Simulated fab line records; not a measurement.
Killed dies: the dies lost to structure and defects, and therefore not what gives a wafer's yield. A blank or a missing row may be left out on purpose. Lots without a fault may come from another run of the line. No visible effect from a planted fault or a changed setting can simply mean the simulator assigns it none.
A lot that was struck, set against a sound lot :: flow n5_finfet :: 16 out of 1938 route steps
Sound: these wafers, L904.1, L904.4, L904.6. Wafers L912.2, L912.3, L912.6 were the ones struck. Last of all comes the cause.
Each step with rows lists, per side, the tool, then ch with its chambers, then its first start. Under that, the readings that differ: sound wafers :: struck wafers :: difference of the means :: sigmas: that difference in standard deviations of wafers without a fault.
alike: a reading whose means differ by less than 2 such deviations, as well as words and numbers matching on both sides. not compared: withheld readings; readings where some wafer has no value; bounds like >300 that might hide an equal value; numbers whose values overlap and for which the record gives no deviation.
A row with sigmas, a row that says differs or no value, or rows on one side alone: a step with any of these is where the two part. Non-overlapping numbers with no deviation appear without sigmas and do not part them. A reading that every wafer of one side lacks parts them only if that side has two wafers or more.

N5_BEOL_M1_CMP_52: polishes, stops on SiOC, t overpolish 6.8 s, target thk 40 nm.
  sound on cmp-01 ch 2,3, day 8 02:29; struck on cmp-04 ch 1,3, day 10 10:56
  alike: barrier_field_endpoint_s, motor_current_A, overpolish_run_s, slurry_filter_dp_kPa, time_to_endpoint_s
N5_BEOL_M1_THK_MEAS_53: measures by xrf.
  struck on film_metro-02, day 10 11:12; sound on film_metro-01, day 8 02:46
  alike: M1_THK
N5_BEOL_M1_PRE_CLEAN_60: time 15 s.
  sound on cvd_co-01 ch 1,2, day 8 02:49; struck on cvd_co-02 ch 1,2, day 10 11:14
  alike: heater_power_outer_w, heater_power_w
N5_BEOL_M1_CO_CAP_55: material Co, precursor CCTBA/H2, target thk 2 nm, time 102.1 s.
  sound on cvd_co-01 ch 1,2, day 8 02:51; struck on cvd_co-02 ch 1,2, day 10 11:17
  alike: heater_power_outer_w, heater_power_w
then, 2 steps without rows for these wafers: N5_BEOL_M1_PRE_CLEAN_56 (time 15 s); N5_BEOL_M1_DEP_57 (deposits SiCN from 3MS/NH3, target thk 8 nm, time 14 s).
N5_BEOL_M1_RS_MEAS_58: measurement is done with a four-point probe.
  struck on film_metro-01, day 10 11:29; sound on film_metro-01, day 8 03:02
  alike: M1_RS
N5_BEOL_M1_INSPECT_59: inspects for defects (darkfield).
  struck on defect_inspect-01, day 10 11:31; sound on defect_inspect-01, day 8 03:04
  alike: raw_defect_count
N5_BEOL_M2_ILD_DEP_00: deposits SiOC from DEMS/O2, target thk 79 nm, time 15.3 s.
  sound on pecvd-04 ch 0,2, day 8 03:05; struck on pecvd-04 ch 0,2, day 10 11:33
  alike: heater_power_outer_w, heater_power_w, showerhead_plenum_p_Torr, throttle_valve_pct
N5_BEOL_M2_THK_MEAS_01:
  struck on film_metro-01, day 10 11:38; sound on film_metro-01, day 8 03:10
  alike: M2_ILD_THK
then, 1 step without rows for these wafers: N5_BEOL_M2_PECVD_72 (deposits SiO2 from TEOS/O2, target thk 16 nm, time 18 s).
N5_BEOL_M2_HM_DEP_02: deposits TiN, target thk 20 nm.
  struck on pvd_sputter-02, day 10 12:11; sound on pvd_sputter-02, day 8 03:53
  alike: throttle_valve_pct
N5_BEOL_M2_COAT_61: time 60 s, resist thk 60 nm.
  sound on litho_track-01 ch 0, day 8 04:01; struck on litho_track-01 ch 0, day 10 12:18
reading: heater_power_total_W (W)
sound: 498.4 499.8 502.2
struck: 510.1 506.0 511.9
difference: +9.2
sigmas: +5

reading: plate_temp_C (C)
sound: 250.31 249.89 250.13
struck: 253.42 253.79 253.53
difference: +3.47
sigmas: +18
then, 1 step without rows for these wafers: N5_BEOL_M2_COAT_62 (time 60 s, resist thk 12 nm).
N5_BEOL_M4_RC_MEAS_101:
  sound on prober-02 ch 0, day 10 20:44; struck on prober-01 ch 0, day 12 07:01
  alike: DIBL_N, DIBL_P, IOFF_N, IOFF_P, ION_N, ION_P, SS_N, SS_P, VT_N, VT_P
-- record jumps: 5 days separate the struck wafers' starts on either side; left off in module BEOL_M4, taken up again in module PASSIVATION, whose first shown step is the route's number 1936 --
N5_PASSIVATION_PROBE_49:
  rows exist in the record for the struck wafers here (prober-02, day 16 23:00), but not for the sound ones

WHERE THEY PART
Earliest at N5_BEOL_M2_COAT_61; latest, in this record, at N5_PASSIVATION_PROBE_49.

WHY: what had been put in by the simulator
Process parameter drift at N5_BEOL_M2_COAT_61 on litho_track-01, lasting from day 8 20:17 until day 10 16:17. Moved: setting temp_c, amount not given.
